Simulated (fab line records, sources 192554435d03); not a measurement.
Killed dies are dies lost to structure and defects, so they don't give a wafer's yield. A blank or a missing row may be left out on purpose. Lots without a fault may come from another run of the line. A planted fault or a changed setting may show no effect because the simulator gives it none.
A struck lot beside a sound one | flow n5_finfet | 19 steps out of a route of 1938
Sound: wafers L650.3, L650.4, L650.5. Struck: wafers L660.2, L660.3, L660.6. The cause comes at the end.
At each step with rows: each side's tool, then ch and its chambers, then its first start. Under that, the readings that differ: sound wafers | struck wafers | difference of the means | sigmas: that difference in standard deviations of wafers without a fault.
alike: readings whose means differ by less than 2 such deviations, and words and numbers that are the same on both sides. not compared: withheld readings, readings that some wafer has no value for, bounds like >300 that may hide the same value, and numbers for which the record gives no deviation and whose values overlap.
The two part at a step that has a row with sigmas, a row that says differs or no value, or rows on one side only. Numbers that don't overlap but have no deviation are shown without sigmas and don't part them. A reading that every wafer of one side lacks parts them only if that side has two wafers or more.

N5_MIM_BOT_ETCH_ETCH_03: etches the open film in Cl2/BCl3, target depth 12 nm.
  sound on rie_metal-01 ch 0,1, day 14 14:06; struck on rie_metal-02 ch 0,1, day 17 01:34
  alike: drypump_motor_current_A, mfc_cl2_sccm, oes_product_au, rf_fwd_power_W, throttle_valve_pct
  not compared: rf_hours_counter_h
N5_MIM_BOT_ETCH_ETCH_00: etches TiN in Cl2/BCl3, target depth 45.5 nm.
  sound on rie_metal-01 ch 0,1, day 14 14:12; struck on rie_metal-02 ch 0,1, day 17 01:40
  alike: drypump_motor_current_A, mfc_cl2_sccm, oes_ar_750_au, oes_product_au, rf_fwd_power_W, throttle_valve_pct
  not compared: rf_hours_counter_h
N5_MIM_BOT_ETCH_STRIP_01: strips in O2.
  sound on rie_diel-04 ch 0,2, day 14 14:20; struck on rie_diel-04 ch 0,1, day 17 01:48
  alike: drypump_motor_current_A, oes_product_au, rf_vpp_V, showerhead_plenum_p_Torr, temp_c, throttle_valve_pct
  not compared: rf_hours_counter_h
then, 3 steps without rows for these wafers: N5_MIM_BOT_ETCH_STRIP_02 (strips in post etch residue remover, time 1200 s); N5_MIM_BOT_ETCH_CLEAN_05 (cleans in IPA, time 180 s); N5_MIM_BOT_ETCH_SRD_06 (time 30 s).
N5_PASSIVATION_PECVD_55: deposits SiO2 from SiH4/N2O, target thk 400 nm, time 22.5 s.
  sound on pecvd-03 ch 0,1, day 14 14:50; struck on pecvd-02 ch 0,1, day 17 02:20
  alike: heater_power_w, rf_fwd_power_W, showerhead_plenum_p_Torr, throttle_valve_pct
  not compared: since_wet_clean_h
N5_PASSIVATION_PECVD_01: deposits SiNx from SiH4/NH3/N2, target thk 200 nm, time 43.2 s.
  sound on pecvd-03 ch 0,1, day 14 14:52; struck on pecvd-02 ch 0,1, day 17 02:23
  alike: heater_power_w, rf_fwd_power_W, showerhead_plenum_p_Torr, throttle_valve_pct
  not compared: since_wet_clean_h
then, 4 steps without rows for these wafers: N5_PASSIVATION_HMDS_03 (time 60 s); N5_PASSIVATION_COAT_04; N5_PASSIVATION_EBR_06; N5_PASSIVATION_SOFTBAKE_05 (time 90 s).
N5_PASSIVATION_EXPOSE_07: exposes mask TV, defocus 0 nm, target cd 3000 nm.
  sound on krf_scanner-01 ch 0, day 14 16:26; struck on krf_scanner-01 ch 0, day 17 04:26
  reading                          | sound          | struck            | difference | sigmas
  model.TV_LITHO.overlay_x_nm (nm) | -1.4 -1.4 -1.4 | 420.6 420.6 420.6 | +422.0     |
  alike: mask, exposure_dose_mJ_cm2
then, 3 steps without rows for these wafers: N5_PASSIVATION_PEB_08; N5_PASSIVATION_DEVELOP_09 (develop time 60 s); N5_PASSIVATION_HARDBAKE_11 (time 120 s).
N5_PASSIVATION_CD_MEAS_10: target cd 3000 nm.
  sound on cd_sem-03 ch 0, day 14 16:35; struck on cd_sem-02 ch 0, day 17 04:37
  alike: cd_nm
N5_PASSIVATION_OVL_MEAS_60:
  sound on overlay-01 ch 0, day 14 16:37; struck on overlay-02 ch 0, day 17 04:38
  reading     | sound    | struck      | difference | sigmas
  TV_OVL (nm) | -2 -1 -7 | 416 411 418 | +418       | +87
N5_PASSIVATION_INSPECT_61: inspects for defects (macro).
  sound on defect_inspect-02, day 14 16:39; struck on defect_inspect-01, day 17 04:40
  alike: raw_defect_count

WHERE THEY PART
Only at N5_PASSIVATION_OVL_MEAS_60, within this record. Later steps at which nothing parts them and some readings are alike: N5_PASSIVATION_INSPECT_61.

WHY: what the simulator had put in
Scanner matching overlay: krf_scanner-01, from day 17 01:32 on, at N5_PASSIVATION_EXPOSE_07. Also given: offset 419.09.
